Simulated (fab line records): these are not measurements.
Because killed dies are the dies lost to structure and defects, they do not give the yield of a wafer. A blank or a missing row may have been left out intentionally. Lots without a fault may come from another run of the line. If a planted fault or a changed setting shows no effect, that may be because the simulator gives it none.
A struck lot beside a sound one || flow nandHarc || 15 out of 1302 route steps
Sound: the wafers L296.1, L296.4, L296.5. Wafers L307.2, L307.3, L307.6 were the ones struck. At the end, the cause is stated.
For every step that has rows: the tool of each side, followed by ch and its chambers, followed by its first start. Under that, the readings that differ: sound wafers || struck wafers || difference of the means || sigmas: that difference in standard deviations of wafers without a fault.
alike: readings with means less than 2 such deviations apart, plus words and numbers identical on both sides. not compared: withheld readings, readings lacking a value on some wafer, bounds such as >300 that could conceal the same value, and numbers that have no deviation in the record and whose values overlap.
Wherever a step has rows on one side only, a row that says differs or no value, or a row with sigmas, the two part there. Numbers that have no deviation but don't overlap get no sigmas and don't part them. A reading missing from all wafers of one side parts the sides only when that side holds two or more wafers.

first, 8 steps without rows for these wafers: NHARC_P_M0_HMDS_02 (time 30 s); NHARC_P_M0_COAT_33 (time 65 s); NHARC_P_M0_COAT_03 (resist thk 90 nm); NHARC_P_M0_SOFTBAKE_04 (time 55 s); NHARC_P_M0_EBR_05; NHARC_P_M0_EXPOSE_06 (exposes mask P M0, target cd 90 nm); NHARC_P_M0_PEB_07 (peb time 65 s); NHARC_P_M0_DEVELOP_08 (develop time 35 s).
NHARC_P_M0_CD_MEAS_09 targets a cd of 90 nm.
  sound on cdSem-02 ch 0, day 6 15:26; struck on cdSem-03 ch 0, day 10 23:45
  alike: cdNm
NHARC_P_M0_OVL_MEAS_10: pitch 180 nm.
  sound on overlay-02, day 6 15:32; struck on overlay-02, day 10 23:50
{"reading": "overlayYNm (nm)", "sound": "1.0 1.0 0.1", "struck": "-1.6 -1.5 -1.4", "difference": -2.2, "sigmas": -2}
  alike: overlayXNm
NHARC_P_M0_INSPECT_11:
  sound on defectInspect-02, day 6 15:34; struck on defectInspect-01, day 10 23:52
  alike: rawDefectCount
NHARC_P_M0_DESCUM_14: chemistry O2, time 3 s.
  sound on rieDiel-13 ch 0,3, day 6 15:38; struck on rieDiel-06 ch 1,2,3, day 10 23:56
  alike: chamberPressureMTorr, drypumpMotorCurrentA, o2FlowSccm, oesProductAu, rfVppV, showerheadPlenumPTorr, throttleValvePct
  not compared: rfHoursCounterH
NHARC_P_M0_ETCH_34: etches the open film in N2/H2, target depth 40 nm, overetch 12 nm, time 43.94 s.
  sound on rieDiel-13 ch 0,3, day 6 15:45; struck on rieDiel-06 ch 2,3, day 11 00:01
  no value came back on the struck wafers for any of 7 readings (biasW (W), chamberPressureMTorr (mTorr) and others); on the sound wafers biasW (W) reads 150.0 150.1 149.9
  not compared: rfHoursCounterH
NHARC_P_M0_ETCH_15: etches the open film in C4F8/Ar, target depth 150 nm, overetch 15 nm, time 82.5 s.
  sound on rieDiel-13 ch 0,3; struck on rieDiel-06 ch 2,3, day 11 00:06
  alike: biasW, chamberPressureMTorr, oesProductAu, rfVppV
  not compared: rfHoursCounterH
-- the record jumps here: 18 days lie between the struck wafers' starts before and after (it left off in module P_M0 and takes up again in module END, whose first step shown is number 1302 of the route) --
NHARC_END_SORT_01:
  sound on prober-02 ch 0, day 24 19:11; struck on prober-01 ch 0, day 29 04:22
{"reading": "hold", "sound": "- - -", "struck": "awaitDispo/2.2h/scrap awaitDispo/2.2h/scrap awaitDispo/2.2h/scrap", "difference": "no value on the sound wafers", "sigmas": ""}
{"reading": "defectLimitedYield (%)", "sound": "86.3 90.7 89.5", "struck": "0 0 0", "difference": -89, "sigmas": -37}
{"reading": "killedAtArray", "sound": "88 57 67", "struck": "35 37 33", "difference": -36, "sigmas": -2}
{"reading": "killedAtPeriphery", "sound": "4 5 3", "struck": "641 640 644", "difference": "+638", "sigmas": "+99 or more"}
{"reading": "killedDies", "sound": "93 63 71", "struck": "677 677 677", "difference": "+601", "sigmas": "+38"}
{"reading": "sort_bin_2_pct (%)", "sound": "5.3 3.7 4.3", "struck": "96.8 96.3 96.0", "difference": "+91.9", "sigmas": "+84"}
{"reading": "sort_bin_4_pct (%)", "sound": "7.2 5.2 5.5", "struck": "2.5 3.5 3.4", "difference": -2.8, "sigmas": -2}
{"reading": "sortNPass", "sound": "584 614 606", "struck": "0 0 0", "difference": -601, "sigmas": -38}
{"reading": "sortRimYieldPct (%)", "sound": "90 96 90", "struck": "0 0 0", "difference": -92, "sigmas": -15}
{"reading": "sortYieldPct (%)", "sound": "86.3 90.7 89.5", "struck": "0 0 0", "difference": -89, "sigmas": -37}
  alike: killedAtOther, killedOpen, killedShort, sort_bin_3_pct

## WHERE THEY PART
Last at NHARC_END_SORT_01 as far as this record goes, first at NHARC_P_M0_OVL_MEAS_10.

WHY: what the simulator had put in
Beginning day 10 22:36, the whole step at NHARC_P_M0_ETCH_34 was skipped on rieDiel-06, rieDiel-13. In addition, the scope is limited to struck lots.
